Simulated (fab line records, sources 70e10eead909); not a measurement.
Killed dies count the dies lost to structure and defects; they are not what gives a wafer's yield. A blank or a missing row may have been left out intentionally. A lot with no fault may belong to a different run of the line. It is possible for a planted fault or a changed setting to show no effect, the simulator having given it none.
fab line records -- flow nandHarc -- part 2 of 2: steps 31 to 44 of 44
record lots=5, wafers=15, lastDay=32
route steps=1302 shown P_ZERO_WELL@62 P_STI@69
lots untouched by any fault: they come from a run of this same line in which no faults occurred
startH: the number of hours between the record's first day and the start of the first shown wafer of the lot -- waitH: how many hours have passed since the lot's step before this one -- " same as the row above -- L1.1+2: one row covering several wafers at once -- - no value, or no start was given -- * or withheld: withheld -- < > ~ a bound
route shown NAME@n: names a module that has steps shown in the file, with the first one's number in the route -- usual: average and standard deviation across the fault-free wafers -- same: alike in all rows -- chamber/n: place in a boat -- sites: the reading at each site -- _std_site: their standard deviation -- _edge_site: outer sites' mean less inner sites' -- radiusMm: how far each site lies from the wafer's centre -- mask NAME#n: copy n -- behind: the last tool/chamber to shape the wafer -- hold: the reason the lot was held/the length of the hold in hours/how it ended -- device: the n, p or np transistor that did not switch -- end of line: tests run on the same wafers once the route is complete -- a step with no rows: only its recipe -- killed: not the wafer's yield, but the dies lost to structure and defects at the first sort -- map: dies across one wafer; x = killed, . = not, _ = none there
set.NAME: the run value of the setting; set.NAME@STEP: its run value at that earlier step -- model.NAME: the simulator's own value behind a step, which no gauge read
certain route steps with their lots: each step a table, each wafer a row
services: when a tool's chamber went out of use (startH, in hours from the record's first day, below 0 if earlier), for how many hours, and the reason
## steps
# step NHARC_P_STI_OCD_MEAS_17
# usual trenchDepthNm=300/4.3, trenchFootCdNm=158.5/2.1
lot.wafer,tool,chamber,startH,waitH,trenchDepthNm,trenchFootCdNm
L078.1,ocd-01,-,83.10,0.1,298,164.8
L078.4,ocd-01,-,83.10,0.1,302,160.5
L078.5,ocd-01,-,83.10,0.1,302,160.7
L079.2,ocd-01,-,94.63,0.1,299,159.7
L079.4,ocd-01,-,94.63,0.1,304,156.8
L079.5,ocd-01,-,94.63,0.1,297,156.8
L088.1,ocd-02,-,183.45,0.1,301,157.8
L088.2,ocd-02,-,183.45,0.1,304,157.4
L088.4,ocd-02,-,183.45,0.1,298,161.8
L092.1,ocd-02,-,225.04,0.1,304,165.2
L092.2,ocd-02,-,225.04,0.1,301,162.0
L092.3,ocd-02,-,225.04,0.1,300,157.2
L093.2,ocd-01,-,239.19,0.1,298,161.5
L093.5,ocd-01,-,239.19,0.1,304,157.4
L093.6,ocd-01,-,239.19,0.1,300,160.6
# step NHARC_P_STI_STRIP_19
# recipe timeS=900, tempC=130, chemistry=SPM
# usual bathHeatDutyPct=15.1/1.5
lot.wafer,tool,chamber,startH,waitH,bathHeatDutyPct
L078.4,wetBench-09,6,83.16,0.0,15.5
L078.5,wetBench-09,7,83.16,0.0,12.9
L078.1,wetBench-09,1,83.16,0.0,13.9
L079.4,wetBench-09,2,94.70,0.1,15.2
L079.5,wetBench-09,3,94.70,0.1,16.9
L079.2,wetBench-09,4,94.70,0.1,16.1
L088.2,wetBench-05,6,183.52,0.1,16.5
L088.4,wetBench-05,0,183.52,0.1,13.9
L088.1,wetBench-05,1,183.52,0.1,14.0
L092.1,wetBench-09,6,225.11,0.1,15.2
L092.3,wetBench-09,0,225.11,0.1,13.2
L092.2,wetBench-09,2,225.11,0.1,15.5
L093.2,wetBench-01,7,239.26,0.1,17.1
L093.5,wetBench-01,0,239.26,0.1,16.8
L093.6,wetBench-01,1,239.26,0.1,13.5
# step NHARC_P_STI_PRECLEAN_32
# recipe timeS=*, tempC=50, bathAgeMin=0, chemistry=SC1
# usual bathHeatDutyPct=7.2/0.8, diwFlowMLMin=1414/4.2
lot.wafer,tool,chamber,startH,waitH,bathHeatDutyPct,diwFlowMLMin
L078.4,wetBench-09,6,-,-,7.7,1420
L078.5,wetBench-09,7,-,-,6.4,1417
L078.1,wetBench-09,1,-,-,6.0,1412
L079.4,wetBench-09,2,-,-,7.9,1414
L079.5,wetBench-09,3,-,-,7.2,1410
L079.2,wetBench-09,4,-,-,6.7,1419
L088.2,wetBench-05,6,-,-,8.1,1420
L088.4,wetBench-05,0,-,-,7.3,1416
L088.1,wetBench-05,1,-,-,6.9,1414
L092.1,wetBench-09,6,-,-,7.6,1404
L092.3,wetBench-09,0,-,-,5.6,1415
L092.2,wetBench-09,2,-,-,8.0,1415
L093.2,wetBench-01,7,-,-,8.5,1419
L093.5,wetBench-01,0,-,-,8.3,1417
L093.6,wetBench-01,1,-,-,6.4,1414
# step NHARC_P_STI_SRD_23
lot.wafer,tool,chamber,startH,waitH
L078.4+5+1,wetBench-09,"6,7,1",-,-
L079.4+5+2,wetBench-09,"2,3,4",-,-
L088.2+4+1,wetBench-05,"6,0,1",-,-
L092.1+3+2,wetBench-09,"6,0,2",-,-
L093.2+5+6,wetBench-01,"7,0,1",-,-
# step NHARC_P_STI_OCD_MEAS_43
# usual trenchDepthNm=300/4.3, trenchFootCdNm=158.5/2.2
lot.wafer,tool,chamber,startH,waitH,trenchDepthNm,trenchFootCdNm
L078.1,ocd-02,-,83.62,-,298,164.9
L078.4,ocd-02,-,83.62,-,302,160.1
L078.5,ocd-02,-,83.62,-,303,160.5
L079.2,ocd-02,-,95.15,-,299,159.6
L079.4,ocd-02,-,95.15,-,304,157.0
L079.5,ocd-02,-,95.15,-,297,157.1
L088.1,ocd-01,-,183.97,-,300,157.3
L088.2,ocd-01,-,183.97,-,303,157.6
L088.4,ocd-01,-,183.97,-,298,162.3
L092.1,ocd-01,-,225.56,-,304,165.7
L092.2,ocd-01,-,225.56,-,303,161.9
L092.3,ocd-01,-,225.56,-,300,157.0
L093.2,ocd-02,-,239.70,-,298,161.8
L093.5,ocd-02,-,239.70,-,304,158.2
L093.6,ocd-02,-,239.70,-,300,159.9
# step NHARC_P_STI_OXIDE_33
# recipe targetThkA=100, tempC=1000, oxTimeS=281, material=SiO2
# same oxTimeS=281
lot.wafer,tool,chamber,startH,waitH
L078.1+4+5,furnace-05,0,88.07,4.4
L079.2+4+5,furnace-04,0,102.13,7.0
L088.1+2+4,furnace-04,0,188.14,4.2
L092.1+2+3,furnace-05,0,229.62,4.1
L093.2+5+6,furnace-04,0,243.39,3.7
# step NHARC_P_STI_HDPCVD_20
# recipe targetThkA=withheld, sigmaOpenFrac=withheld, material=SiO2
lot.wafer,tool,chamber,startH,waitH
L078.1+4+5,hdpcvd-01,"1,0,1",92.77,0.4
L079.2+4+5,hdpcvd-01,"1,0,0",106.89,0.5
L088.2+1+4,hdpcvd-01,"1,0,0",198.00,5.5
L092.1+2+3,hdpcvd-01,"1,0,1",234.27,0.4
L093.2+6+5,hdpcvd-01,"0,0,1",248.20,0.4
# step NHARC_P_STI_ANNEAL_34
# recipe tempC=1000, timeS=1800
lot.wafer,tool,chamber,startH,waitH
L078.1+4+5,furnace-05,0,101.35,8.5
L079.2+4+5,furnace-04,0,111.06,4.1
L088.1+2+4,furnace-04,0,203.90,5.7
L092.1+2+3,furnace-08,0,238.01,3.7
L093.2+5+6,furnace-08,0,254.90,6.6
# step NHARC_P_STI_CMP_21
# recipe tOverpolishS=20, targetThkNm=380.67
# usual motorCurrentA=12.0/0.97, overpolishRunS=20.000/0.0093
lot.wafer,tool,chamber,startH,waitH,motorCurrentA,overpolishRunS
L078.4,cmp-02,2,106.31,0.4,13.3,19.991
L078.1,cmp-02,3,106.31,0.4,12.1,20.003
L078.5,cmp-02,3,106.31,0.4,12.0,20.014
L079.2,cmp-03,3,115.99,0.4,12.8,20.011
L079.4,cmp-03,0,115.99,0.4,11.7,19.997
L079.5,cmp-03,2,115.99,0.4,10.8,20.011
L088.4,cmp-02,0,208.81,0.4,11.5,20.016
L088.2,cmp-02,1,208.81,0.4,10.6,20.003
L088.1,cmp-02,2,208.81,0.4,13.1,19.991
L092.3,cmp-03,2,242.93,0.4,11.5,19.997
L092.2,cmp-03,3,242.93,0.4,13.1,19.992
L092.1,cmp-03,0,242.93,0.4,12.0,19.995
L093.2,cmp-03,2,259.84,0.4,10.9,20.005
L093.5,cmp-03,1,259.84,0.4,12.4,19.993
L093.6,cmp-03,2,259.84,0.4,11.0,19.996
# step NHARC_P_STI_SRD_35
lot.wafer,tool,chamber,startH,waitH
L078.5+1+4,wetBench-05,"3,4,0",106.61,0.0
L079.4+2+5,wetBench-09,"5,7,2",116.25,0.0
L088.4+2+1,wetBench-09,"7,1,3",209.09,0.0
L092.1+3+2,wetBench-05,"7,1,3",243.22,0.0
L093.5+6+2,wetBench-05,"2,4,6",260.12,0.0
# step NHARC_P_STI_ETCH_36
# recipe targetDepthA=388, chemistry=dHF, material=SiO2
lot.wafer,tool,chamber,startH,waitH
L078.5+1+4,wetBench-05,"3,4,0",106.63,0.0
L079.4+2+5,wetBench-09,"5,7,2",116.27,0.0
L088.4+2+1,wetBench-09,"7,1,3",209.14,0.0
L092.1+3+2,wetBench-05,"7,1,3",243.24,0.0
L093.5+6+2,wetBench-05,"2,4,6",260.14,0.0
# step NHARC_P_STI_STRIP_24
# recipe tempC=160, chemistry=H3PO4, material=Si3N4
# usual bathHeatDutyPct=27.2/2.6
lot.wafer,tool,chamber,startH,waitH,bathHeatDutyPct
L078.5,wetBench-05,3,106.64,0.0,28.9
L078.1,wetBench-05,4,106.64,0.0,28.5
L078.4,wetBench-05,0,106.64,0.0,25.4
L079.4,wetBench-09,5,116.28,0.0,27.4
L079.2,wetBench-09,7,116.28,0.0,23.0
L079.5,wetBench-09,2,116.28,0.0,26.2
L088.4,wetBench-09,7,209.16,0.0,24.0
L088.2,wetBench-09,1,209.16,0.0,26.4
L088.1,wetBench-09,3,209.16,0.0,29.6
L092.1,wetBench-05,7,243.26,0.0,30.7
L092.3,wetBench-05,1,243.26,0.0,25.3
L092.2,wetBench-05,3,243.26,0.0,30.8
L093.5,wetBench-05,2,260.16,0.0,29.7
L093.6,wetBench-05,4,260.16,0.0,27.1
L093.2,wetBench-05,6,260.16,0.0,27.8
# step NHARC_P_STI_ETCH_37
# recipe targetDepthA=110, chemistry=dHF, material=SiO2
lot.wafer,tool,chamber,startH,waitH
L078.5+1+4,wetBench-05,"3,4,0",-,-
L079.4+2+5,wetBench-09,"5,7,2",-,-
L088.4+2+1,wetBench-09,"7,1,3",-,-
L092.1+3+2,wetBench-05,"7,1,3",-,-
L093.5+6+2,wetBench-05,"2,4,6",-,-
# step NHARC_P_STI_PRECLEAN_38
# recipe timeS=*, tempC=50, bathAgeMin=0, chemistry=SC1
# usual bathHeatDutyPct=7.3/0.79, diwFlowMLMin=1415/4.3
lot.wafer,tool,chamber,startH,waitH,bathHeatDutyPct,diwFlowMLMin
L078.5,wetBench-05,3,-,-,8.1,1411
L078.1,wetBench-05,4,-,-,6.8,1417
L078.4,wetBench-05,0,-,-,6.9,1404
L079.4,wetBench-09,5,-,-,7.5,1406
L079.2,wetBench-09,7,-,-,6.5,1422
L079.5,wetBench-09,2,-,-,7.2,1413
L088.4,wetBench-09,7,-,-,5.8,1412
L088.2,wetBench-09,1,-,-,6.6,1414
L088.1,wetBench-09,3,-,-,8.5,1421
L092.1,wetBench-05,7,-,-,7.6,1421
L092.3,wetBench-05,1,-,-,6.3,1422
L092.2,wetBench-05,3,-,-,7.8,1415
L093.5,wetBench-05,2,-,-,7.5,1421
L093.6,wetBench-05,4,-,-,7.2,1415
L093.2,wetBench-05,6,-,-,7.7,1415
## services
tool,chamber,startH,hours,kind
wetBench-04,-,51.20,8.0,pm
lithoTrack-02,-,52.00,7.0,pm
krfScanner-04,-,62.07,1.8,repair
cmp-03,-,64.03,4.0,pm
rieDiel-06,1,78.85,4.0,repair
wetBench-05,-,84.80,8.0,pm
lithoTrack-03,-,100.00,7.0,pm
wetBench-01,-,101.60,8.0,pm
wetBench-05,-,108.67,2.1,repair
implanter-01,-,108.81,2.4,repair
furnace-05,-,117.39,26.0,pm
lithoTrack-05,-,124.00,7.0,pm
implanter-02,-,139.31,8.0,repair
wetBench-09,-,169.64,1.9,repair
wetBench-09,-,176.80,8.0,pm
hdpcvd-01,-,185.00,13.0,pm
rieDiel-02,0,192.96,6.3,repair
wetBench-01,-,202.74,0.8,repair
wetBench-03,-,210.48,8.0,pm
rieDiel-02,-,216.70,9.0,pm
implanter-02,-,220.49,3.7,repair
lithoTrack-02,-,227.00,7.0,pm
implanter-02,-,232.77,2.0,repair
implanter-01,-,246.17,2.1,repair
